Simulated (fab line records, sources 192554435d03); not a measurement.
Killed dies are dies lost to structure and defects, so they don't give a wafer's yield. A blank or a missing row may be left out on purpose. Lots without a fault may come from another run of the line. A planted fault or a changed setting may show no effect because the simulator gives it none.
Which tool did it? | flow n5_finfet | 9 lots, 27 wafers sampled, at 4 steps of a route of 1938

WHAT THE GAUGES READ, wafer by wafer
N5_FIN_SAQP_THK_MEAS_05.
lot  | measured    | on            | thk_nm (nm)
L629 | day 4 04:35 | film_metro-02 | 37.8 37.1 38.2
L632 | day 4 21:34 | film_metro-01 | 4.1 4.0 4.0
L633 | day 5 03:13 | film_metro-01 | 4.0 4.0 4.1
L634 | day 5 08:58 | film_metro-02 | 4.1 4.0 4.1
L637 | day 6 04:07 | film_metro-02 | 38.6 38.5 37.9
L638 | day 6 09:19 | film_metro-02 | 38.2 38.3 38.5
L639 | day 6 15:59 | film_metro-02 | 38.0 38.1 38.3
L641 | day 7 03:11 | film_metro-02 | 37.0 37.8 37.9
L642 | day 7 10:22 | film_metro-02 | 37.7 37.8 39.5

WHICH TOOL RAN EACH LOT (tool, then ch and the chambers of the sampled wafers, then the start)
lot  | N5_PMOS_HMC_CHANNEL_EPI_HM_DEP_34 | N5_FIN_SAQP_DENSIFY_62          | N5_FIN_SAQP_HM_DEP_03
L629 | pecvd-02 ch 0,2, day 4 00:02      | rtp_anneal-02 ch 0, day 4 04:17 | pecvd-03 ch 0,1,2, day 4 04:31
L632 | pecvd-02 ch 0,2, day 4 16:43      | rtp_anneal-02 ch 0, day 4 21:16 | pecvd-03 ch 0,1,2, day 4 21:29
L633 | pecvd-01 ch 0,2, day 4 22:43      | rtp_anneal-01 ch 0, day 5 02:57 | pecvd-04 ch 0,2, day 5 03:07
L634 | pecvd-01 ch 0,1,2, day 5 05:00    | rtp_anneal-01 ch 0, day 5 08:39 | pecvd-04 ch 0,1,2, day 5 08:53
L637 | pecvd-03 ch 1,2, day 5 23:58      | rtp_anneal-02 ch 0, day 6 03:49 | pecvd-04 ch 0,1,2, day 6 04:01
L638 | pecvd-02 ch 0,2, day 6 04:51      | rtp_anneal-01 ch 0, day 6 09:01 | pecvd-04 ch 0,2, day 6 09:14
L639 | pecvd-01 ch 0,1, day 6 11:52      | rtp_anneal-01 ch 0, day 6 15:40 | pecvd-01 ch 1,2, day 6 15:53
L641 | pecvd-03 ch 1,2, day 6 22:49      | rtp_anneal-02 ch 0, day 7 02:57 | pecvd-04 ch 0,1, day 7 03:06
L642 | pecvd-02 ch 0,2, day 7 06:07      | rtp_anneal-01 ch 0, day 7 10:04 | pecvd-03 ch 0,1,2, day 7 10:17
- N5_PMOS_HMC_CHANNEL_EPI_HM_DEP_34: deposits SiO2 from TEOS/O2, target thk 36 nm, time 6.9 s.
- N5_FIN_SAQP_DENSIFY_62: time 60 s.
- N5_FIN_SAQP_HM_DEP_03: deposits SiNx from SiH4/NH3/N2, target thk 38 nm, time 33.6 s.

THE ANSWER, worked out from the rows above alone
Rule: what is usual is taken from the lots themselves. Put in order of their means at a reading, lots are off if they are a third of the lots or fewer, leave a main group of 4 or more, and stand apart from it by a gap of 3 or more times the standard deviation of the main group's means; of several such gaps the widest counts. A main group whose means are all the same, to the digits that the tables above print for the reading, isn't used. A lot without any number at a reading at which 4 lots or more have one is off too. The other lots that the step has rows for count as sound.
Off: L632, L633, L634, at N5_FIN_SAQP_THK_MEAS_05 (thk_nm). The main group: mean 38.1 nm, standard deviation 0.32.
A tool fits if, at a process step before that reading, it ran every lot that is off, and no sound lot after the first of them. The gauges at N5_FIN_SAQP_THK_MEAS_05 are tried like those tools. None of those tried fits.

WHAT THE SIMULATOR HAD PUT IN
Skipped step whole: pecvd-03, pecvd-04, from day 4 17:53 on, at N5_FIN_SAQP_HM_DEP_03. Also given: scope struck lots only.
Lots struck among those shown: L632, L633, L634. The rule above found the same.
